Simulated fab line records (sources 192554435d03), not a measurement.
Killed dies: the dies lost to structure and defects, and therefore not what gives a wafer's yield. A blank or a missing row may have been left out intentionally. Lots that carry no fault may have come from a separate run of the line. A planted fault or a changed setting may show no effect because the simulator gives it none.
fab line records -- flow n5-finfet -- part 2 of 2: steps 24 to 29 of 29
[record] lots = 5, wafers = 15, last-day = 16
route steps=1938 shown MOL_CONTACT_COAG@579
lots untouched by any fault: they come from a run of this same line in which no faults occurred
start-h: hours from the record's opening day to when the first of the lot's shown wafers began -- wait-h: hours from the lot's prior step to this one -- " same as the row above -- L1.1+2: a row that stands for several wafers -- - no value, or no start given -- * or withheld: withheld -- < > ~ a bound
route shown NAME@n: a module of which the file shows steps, and the number in the route of the first -- usual: mean/standard deviation of fault-free wafers -- same: alike in all rows -- chamber/n: place in a boat -- sites: the reading at each site -- _std_site: the standard deviation of these -- _edge_site: outer sites' mean less inner sites' -- radius-mm: how far each site lies from the wafer's centre -- mask NAME#n: copy n -- behind: the tool/chamber that last shaped the wafer -- hold: why the lot was held/for how many hours/how that ended -- device: the n, p or np transistor that did not switch -- end of line: the route-end tests of the same wafers -- for a step that has no rows: nothing shown but its recipe -- killed: count of dies lost to structure and defects at first sort (not the wafer's yield) -- map: the dies of a wafer, with x for killed, . for not killed, _ for no die there
set.NAME: setting as actually run; set.NAME@STEP: the setting as run at that earlier step -- model.NAME: the simulator's own value behind a step, which no gauge read
a table for each step, a row for each wafer; lots at some steps of the route
services: the hour from which a tool's chamber was out of use, counted from the record's first day as start-h (under 0 if before that day), plus the number of hours and why
[[steps]]
[step N5_MOL_CONTACT_COAG_CD_MEAS_40]
[recipe] target-cd-nm = 25.1, landing-energy-ev = 500, detector = se-inlens, polarity = opening
[usual] cd-nm = 25.10/0.22
lot.wafer,tool,chamber,start-h,wait-h,cd-nm
L074.1,cd-sem-01,0,103.42,-,25.06
L074.2,cd-sem-01,0,103.42,-,24.60
L074.6,cd-sem-01,0,103.42,-,24.65
L079.4,cd-sem-01,0,131.95,-,25.20
L079.5,cd-sem-01,0,131.95,-,25.58
L079.6,cd-sem-01,0,131.95,-,24.99
L081.1,cd-sem-01,0,139.71,-,25.43
L081.3,cd-sem-01,0,139.71,-,24.86
L081.6,cd-sem-01,0,139.71,-,25.04
L092.1,cd-sem-03,0,211.32,-,25.03
L092.2,cd-sem-03,0,211.32,-,25.03
L092.6,cd-sem-03,0,211.32,-,24.90
L096.1,cd-sem-02,0,239.20,-,25.18
L096.4,cd-sem-02,0,239.20,-,24.69
L096.5,cd-sem-02,0,239.20,-,25.04
[step N5_MOL_CONTACT_COAG_OVL_MEAS_41]
[recipe] points-per-wafer = 522
[usual] VD_OVL = -0.4/0.63
lot.wafer,tool,chamber,start-h,wait-h,VD_OVL[nm]
L074.1,overlay-01,0,103.45,0.0,-1.2
L074.2,overlay-01,0,103.45,0.0,0.1
L074.6,overlay-01,0,103.45,0.0,0.8
L079.4,overlay-01,0,131.99,0.0,-0.4
L079.5,overlay-01,0,131.99,0.0,-0.5
L079.6,overlay-01,0,131.99,0.0,-0.8
L081.1,overlay-01,0,139.74,0.0,-1.3
L081.3,overlay-01,0,139.74,0.0,-0.4
L081.6,overlay-01,0,139.74,0.0,-0.5
L092.1,overlay-01,0,211.35,0.0,-0.3
L092.2,overlay-01,0,211.35,0.0,-0.5
L092.6,overlay-01,0,211.35,0.0,0.1
L096.1,overlay-01,0,239.23,0.0,-1.4
L096.4,overlay-01,0,239.23,0.0,-0.3
L096.5,overlay-01,0,239.23,0.0,-0.3
[step N5_MOL_CONTACT_COAG_INSPECT_42]
[recipe] mode = adi, inspect-instrument = brightfield
[usual] raw-defect-count = 220/62
lot.wafer,tool,chamber,start-h,wait-h,raw-defect-count
L074.1,defect-inspect-01,-,103.51,0.1,189
L074.2,defect-inspect-01,-,103.51,0.1,149
L074.6,defect-inspect-01,-,103.51,0.1,231
L079.4,defect-inspect-01,-,132.03,0.0,359
L079.5,defect-inspect-01,-,132.03,0.0,344
L079.6,defect-inspect-01,-,132.03,0.0,295
L081.1,defect-inspect-01,-,139.79,0.1,219
L081.3,defect-inspect-01,-,139.79,0.1,233
L081.6,defect-inspect-01,-,139.79,0.1,195
L092.1,defect-inspect-02,-,211.41,0.1,312
L092.2,defect-inspect-02,-,211.41,0.1,291
L092.6,defect-inspect-02,-,211.41,0.1,351
L096.1,defect-inspect-01,-,239.28,0.1,228
L096.4,defect-inspect-01,-,239.28,0.1,156
L096.5,defect-inspect-01,-,239.28,0.1,143
[step N5_MOL_CONTACT_COAG_DESCUM_45]
[recipe] chemistry = O2, time-s = 7, source-power-w = 50, bias-power-w = 20, pressure-mtorr = 20, rf-frequency-hz = 2.712e+07, temp-c = 40, resist = CAR-EUV, o2-flow-sccm = 225
[usual] drypump-motor-current-A = 5.7/0.32, oes-product-au = 0.78/0.091, rf-vpp-V = 243.4/1.5, showerhead-plenum-p-Torr = 2.11/0.08, throttle-valve-pct = 20.46/0.18
lot.wafer,tool,chamber,start-h,wait-h,drypump-motor-current-A,oes-product-au,rf-hours-counter-h,rf-vpp-V,showerhead-plenum-p-Torr,throttle-valve-pct
L074.1,rie-diel-01,1,103.54,0.0,5.8,0.73,160,243.6,2.16,20.31
L074.2,rie-diel-01,3,103.54,0.0,5.1,0.87,46,243.1,2.14,20.24
L074.6,rie-diel-01,1,103.54,0.0,5.8,0.73,-,243.8,2.16,20.30
L079.4,rie-diel-01,3,132.21,0.2,5.2,0.86,56,244.2,2.13,20.24
L079.5,rie-diel-01,2,132.21,0.2,6.0,0.69,-,241.3,1.98,20.45
L079.6,rie-diel-01,1,132.21,0.2,5.8,0.72,-,244.2,2.15,20.32
L081.1,rie-diel-02,1,139.83,0.0,5.7,0.68,243,240.8,1.94,20.55
L081.3,rie-diel-02,2,139.83,0.0,5.4,0.83,65,241.7,2.06,20.53
L081.6,rie-diel-02,3,139.83,0.0,5.4,0.76,-,243.1,2.09,20.69
L092.1,rie-diel-01,2,211.44,0.0,6.0,0.67,247,241.0,1.97,20.47
L092.2,rie-diel-01,1,211.44,0.0,5.8,0.70,197,244.9,2.14,20.37
L092.6,rie-diel-01,1,211.44,0.0,5.8,0.69,-,243.9,2.14,20.37
L096.1,rie-diel-01,3,240.81,1.5,5.2,0.80,98,242.9,2.12,20.32
L096.4,rie-diel-01,1,240.81,1.5,5.8,0.69,211,245.2,2.14,20.40
L096.5,rie-diel-01,2,240.81,1.5,6.0,0.98,-,245.2,2.23,20.25
[step N5_MOL_CONTACT_COAG_ETCH_65]
[recipe] chemistry = N2/H2, target = underlayer, target-depth-a = 130, mask-material = CAR-EUV, time-s = 10.4, ion-energy-ev = 200, pressure-mtorr = 30, source-w = 840, bias-w = 150, n2-flow-sccm = 200, h2-flow-sccm = 200, ends = cleared
[usual] drypump-motor-current-A = 5.7/0.32, etch-rf-on-time-s = 10.29/0.3, h2-flow-sccm = 200.0/0.59, oes-product-au = 0.67/0.073, rf-vpp-V = 524.3/2.9, showerhead-plenum-p-Torr = 2.55/0.1, throttle-valve-pct = 17.89/0.23
lot.wafer,tool,chamber,start-h,wait-h,drypump-motor-current-A,etch-rf-on-time-s,h2-flow-sccm,oes-product-au,rf-hours-counter-h,rf-vpp-V,showerhead-plenum-p-Torr,throttle-valve-pct
L074.1,rie-diel-01,1,103.58,0.0,5.8,10.51,201.1,0.63,160,527.9,2.61,17.71
L074.2,rie-diel-01,3,103.58,0.0,5.2,9.86,199.4,0.76,46,525.5,2.58,17.49
L074.6,rie-diel-01,1,103.58,0.0,5.8,10.53,200.0,0.63,-,524.7,2.61,17.72
L079.4,rie-diel-01,3,132.25,0.0,5.1,10.02,200.6,0.74,56,525.6,2.57,17.50
L079.5,rie-diel-01,2,132.25,0.0,6.0,10.01,199.8,0.60,-,520.6,2.41,17.97
L079.6,rie-diel-01,1,132.25,0.0,5.8,10.54,200.9,0.63,-,524.3,2.61,17.72
L081.1,rie-diel-02,1,139.86,0.0,5.7,10.26,198.9,0.58,243,520.5,2.41,18.41
L081.3,rie-diel-02,2,139.86,0.0,5.4,10.56,199.5,0.69,65,522.5,2.46,17.69
L081.6,rie-diel-02,3,139.86,0.0,5.4,10.20,200.7,0.66,-,523.5,2.53,18.06
L092.1,rie-diel-01,2,211.48,0.0,6.0,9.92,200.2,0.59,247,519.3,2.40,18.03
L092.2,rie-diel-01,1,211.48,0.0,5.8,10.57,199.6,0.60,197,526.2,2.60,17.76
L092.6,rie-diel-01,1,211.48,0.0,5.8,10.50,199.5,0.60,-,526.5,2.60,17.76
L096.1,rie-diel-01,3,240.84,0.0,5.2,9.89,200.0,0.71,98,525.6,2.55,17.58
L096.4,rie-diel-01,1,240.84,0.0,5.8,10.44,200.3,0.59,211,527.1,2.59,17.78
L096.5,rie-diel-01,2,240.84,0.0,6.0,9.45,200.2,0.87,-,529.2,2.72,17.69
[step N5_MOL_CONTACT_COAG_ETCH_66]
[recipe] chemistry = CF4, target = SiARC, target-depth-a = 130, mask-material = CAR-EUV, time-s = 21.7, ion-energy-ev = 80, pressure-mtorr = 40, source-w = 545, bias-w = 36, Ar_flow_sccm = 100, cf4-flow-sccm = 100, ends = cleared
[usual] drypump-motor-current-A = 5.7/0.32, etch-rf-on-time-s = 21.6/0.6, oes-product-au = 0.67/0.074, rf-vpp-V = 184.2/1.3, showerhead-plenum-p-Torr = 2.15/0.085, throttle-valve-pct = 15.62/0.18
lot.wafer,tool,chamber,start-h,wait-h,drypump-motor-current-A,etch-rf-on-time-s,oes-product-au,rf-hours-counter-h,rf-vpp-V,showerhead-plenum-p-Torr,throttle-valve-pct
L074.1,rie-diel-01,1,103.60,0.0,5.8,21.8,0.62,160,185.1,2.23,15.67
L074.2,rie-diel-01,3,103.60,0.0,5.2,20.4,0.77,46,184.7,2.17,15.29
L074.6,rie-diel-01,1,103.60,0.0,5.8,21.7,0.63,-,184.9,2.23,15.70
L079.4,rie-diel-01,3,132.27,0.0,5.2,20.8,0.74,56,184.3,2.17,15.30
L079.5,rie-diel-01,2,132.27,0.0,6.0,20.9,0.60,-,182.6,2.04,15.74
L079.6,rie-diel-01,1,132.27,0.0,5.8,21.9,0.62,-,184.8,2.23,15.71
L081.1,rie-diel-02,1,139.88,0.0,5.7,21.5,0.58,243,182.6,2.03,15.99
L081.3,rie-diel-02,2,139.88,0.0,5.4,21.9,0.70,65,183.0,2.10,15.53
L081.6,rie-diel-02,3,139.88,0.0,5.4,21.1,0.65,-,184.5,2.14,15.88
L092.1,rie-diel-01,2,211.50,0.0,6.0,20.9,0.60,247,182.1,2.03,15.79
L092.2,rie-diel-01,1,211.50,0.0,5.8,22.3,0.60,197,184.1,2.22,15.74
L092.6,rie-diel-01,1,211.50,0.0,5.8,22.4,0.60,-,185.6,2.22,15.76
L096.1,rie-diel-01,3,240.86,0.0,5.2,20.8,0.71,98,184.5,2.15,15.39
L096.4,rie-diel-01,1,240.86,0.0,5.8,22.1,0.59,211,184.8,2.22,15.78
L096.5,rie-diel-01,2,240.86,0.0,6.0,20.1,0.87,-,185.4,2.28,15.36
[[services]]
tool,chamber,start-h,hours,kind
ald-sin-03,-,85.25,14.0,pm
ald-sin-04,2,85.27,1.7,repair
euv-scanner-02,-,85.69,5.8,pm
euv-scanner-01,-,86.20,0.4,repair
euv-scanner-01,-,91.49,5.8,pm
euv-scanner-02,-,96.17,2.8,repair
rie-diel-01,1,98.23,4.4,repair
euv-scanner-01,-,114.26,1.0,pm
ald-sin-03,-,121.84,0.7,repair
plasma-asher-02,-,135.14,1.9,repair
ald-sin-03,-,139.25,6.1,pm
euv-scanner-02,-,142.78,4.6,pm
euv-scanner-02,-,153.26,0.1,repair
euv-scanner-02,-,154.62,1.0,pm
rie-diel-05,0,160.29,3.8,repair
euv-scanner-01,-,170.04,4.6,pm
euv-scanner-02,-,172.74,1.3,repair
rie-diel-01,0,196.80,1.5,repair
rie-diel-01,2,198.84,3.8,repair
euv-scanner-01,-,205.80,0.3,repair
rie-diel-05,-,219.15,28.1,pm
rie-diel-01,1,224.90,1.9,repair
euv-scanner-01,-,226.56,1.0,pm
euv-scanner-01,-,238.46,0.2,repair
